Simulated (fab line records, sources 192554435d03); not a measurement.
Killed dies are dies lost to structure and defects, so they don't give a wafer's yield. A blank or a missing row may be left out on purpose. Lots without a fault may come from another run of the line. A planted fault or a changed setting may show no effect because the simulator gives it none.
One fault seen from 2 desks | flow n5_finfet | each desk has only its own numbers; what lay behind them comes last

THE METROLOGY DESK
What the gauges read, lot by lot, whatever tool the lot ran on: means of the sampled wafers that have a number. A lot is out of limits, marked OUT, if its mean lies more than 4 standard deviations from the usual mean; the brackets give that distance.
Columns: A = cd_nm at N5_BEOL_M8_CD_MEAS_28, usual 40.06 nm
lot  | first seen here | A
L638 | day 9 13:58     | 40.04
L637 | day 9 18:04     | 39.96
L640 | day 10 06:50    | 40.11
L644 | day 11 00:20    | 40.27
L645 | day 11 06:20    | 38.15 (-8.0) OUT
L653 | day 13 07:50    | 40.15
L652 | day 13 07:53    | 39.98
L654 | day 13 15:07    | 39.97
L659 | day 14 23:58    | 40.27
L658 | day 15 00:00    | 40.11
This desk's finding: out of limits on L645; first on L645, day 11 06:20 (cd_nm at N5_BEOL_M8_CD_MEAS_28). In limits: L638, L637, L640, L644, L653, L652, L654, L659, L658.

THE DEFECT DESK
What the inspections along the route counted, lot by lot: means of the sampled wafers that have a number. A lot is out of limits, marked OUT, if its mean lies more than 4 standard deviations from the usual mean; the brackets give that distance.
Columns: A = raw_defect_count at N5_BEOL_M8_INSPECT_13, usual 392
lot  | first seen here | A
L638 | day 9 11:59     | 254
L637 | day 9 16:10     | 441
L640 | day 10 04:56    | 499
L644 | day 10 22:44    | 307
L645 | day 11 05:06    | 593
L653 | day 13 04:19    | 361
L652 | day 13 04:34    | 372
L654 | day 13 12:35    | 365
L658 | day 14 21:26    | 598
L659 | day 14 21:37    | 368
This desk's finding: nothing out of limits on any of the 10 lots.

PUT TOGETHER
The metrology desk could have raised an alarm at day 11 06:20, on L645.
The defect desk saw nothing out of limits.
The defect desk has L645 on record, within its limits.
Of the lots named, all ran N5_BEOL_M8_EXPOSE_25 on euv_scanner-01.

WHAT THE SIMULATOR HAD PUT IN
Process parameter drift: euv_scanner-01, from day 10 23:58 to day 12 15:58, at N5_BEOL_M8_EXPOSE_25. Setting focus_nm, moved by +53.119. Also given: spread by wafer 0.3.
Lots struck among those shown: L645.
Hours from the fault's start to each desk's first reading out of limits: the metrology desk, 6.
